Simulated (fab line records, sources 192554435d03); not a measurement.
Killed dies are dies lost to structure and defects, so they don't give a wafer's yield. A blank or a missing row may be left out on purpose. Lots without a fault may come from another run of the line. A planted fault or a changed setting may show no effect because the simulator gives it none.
Split-lot experiment | flow n5_finfet | 7 lots, 21 wafers read, on a route of 1938 steps

THE SPLIT
At N5_BEOL_M15_PEB_26 (peb time 90 s), the setting peb_time_s was moved away from the recipe's 90 s on 8 of the 21 wafers read, by -19.7% to +21.0%. The other wafers ran this setting at the recipe's value.

FROM THE SPLIT TO THE READING: what the file shows between them, 2 steps
- N5_BEOL_M15_DEVELOP_27: develop time 45 s
- N5_BEOL_M15_HARDBAKE_32: time 120 s

THE READING
cd_nm, in nm, at N5_BEOL_M15_CD_MEAS_28 (target cd 407.6 nm). Fault-free wafers of this fab line usually give 407.6 nm, standard deviation 2.1 nm.

wafer  | tool, chamber at the split | peb_time_s as run, s | against the recipe | cd_nm, nm | against lot-mates on the recipe
L076.2 | litho_track-05, 0          | 72.24                | -19.7%             | 401.7     | -8.1
L076.3 | litho_track-05, 0          | 72.24                | -19.7%             | 400.5     | -9.3
L076.4 | litho_track-05, 0          | 90                   | recipe             | 409.8     | -
L078.1 | litho_track-02, 0          | 90                   | recipe             | 406.8     | -
L078.4 | litho_track-02, 0          | 108.8                | +20.9%             | 413.7     | +7.5
L078.6 | litho_track-02, 0          | 90                   | recipe             | 405.6     | -
L079.1 | litho_track-01, 0          | 90                   | recipe             | 411.2     | -
L079.2 | litho_track-01, 0          | 90                   | recipe             | 405.9     | -
L079.4 | litho_track-01, 0          | 108.9                | +21.0%             | 414.7     | +6.2
L084.1 | litho_track-02, 0          | 95.38                | +6.0%              | 412.7     | +1.0
L084.3 | litho_track-02, 0          | 95.38                | +6.0%              | 411.9     | +0.2
L084.6 | litho_track-02, 0          | 90                   | recipe             | 411.7     | -
L087.1 | litho_track-05, 0          | 90                   | recipe             | 407.5     | -
L087.4 | litho_track-05, 0          | 90                   | recipe             | 406.8     | -
L087.5 | litho_track-05, 0          | 90                   | recipe             | 407.5     | -
L088.1 | litho_track-01, 0          | 90                   | recipe             | 410.0     | -
L088.5 | litho_track-01, 0          | 90                   | recipe             | 407.4     | -
L088.6 | litho_track-01, 0          | 90                   | recipe             | 408.7     | -
L090.3 | litho_track-02, 0          | 105.4                | +17.1%             | 415.0     | +4.8
L090.5 | litho_track-02, 0          | 105.4                | +17.1%             | 414.1     | +3.9
L090.6 | litho_track-02, 0          | 90                   | recipe             | 410.2     | -

THE FIT
A straight line over all 21 wafers: cd_nm changes by +0.34 nm for each +1% of peb_time_s; r = +0.90; the points scatter about the line by 1.8 nm.
The same after taking each lot's own level away (the mean of its wafers on the recipe; 21 wafers): +0.35 nm for each +1%; r = +0.95; scatter 1.3 nm.
On that fit, the largest move of peb_time_s shifts the reading by 7.4 nm.
The lots' own levels span 406.20 to 411.70 nm, that is 2.6 times the standard deviation above.
So the lot-to-lot level changes the slope little: the two slopes agree.
Check: with one of the wafers moved furthest among these (+21.0%) left out of the fit, the line predicts +7.02 nm for it against its lot-mates. It came out at +6.15 nm against them.

THE WHOLE CHAIN: every reading that the file lists as answering this split, in the file's order
step                       | what it does                                                            | reading                                                         | change (the file's fit)               | r (the file's)
N5_BEOL_M15_CD_MEAS_28     | target cd 407.6 nm                                                      | cd_nm                                                           | +0.336 nm for each +1% of the setting | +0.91
N5_BEOL_M15_DESCUM_33      | chemistry O2, time 7.9 s                                                | BEOL_M15.cd_nm (the simulator's own value, which no gauge read) | +0.341 nm for each +1% of the setting | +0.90
N5_BEOL_M15_ETCH_61        | etches BARC in N2/H2, target depth 89 nm, overetch 26.7 nm, time 67.9 s | BEOL_M15.cd_nm (the simulator's own value, which no gauge read) | +0.349 nm for each +1% of the setting | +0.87
N5_BEOL_M15_TRENCH_ETCH_34 | etches SiO2 in C4F8/O2/Ar, target depth 872.93 nm, time 199 s           | BEOL_M15.cd_nm (the simulator's own value, which no gauge read) | +0.374 nm for each +1% of the setting | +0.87

THE FILE'S OWN FIT
cd_nm changes by +0.336 nm for each +1% of peb_time_s, r = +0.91.
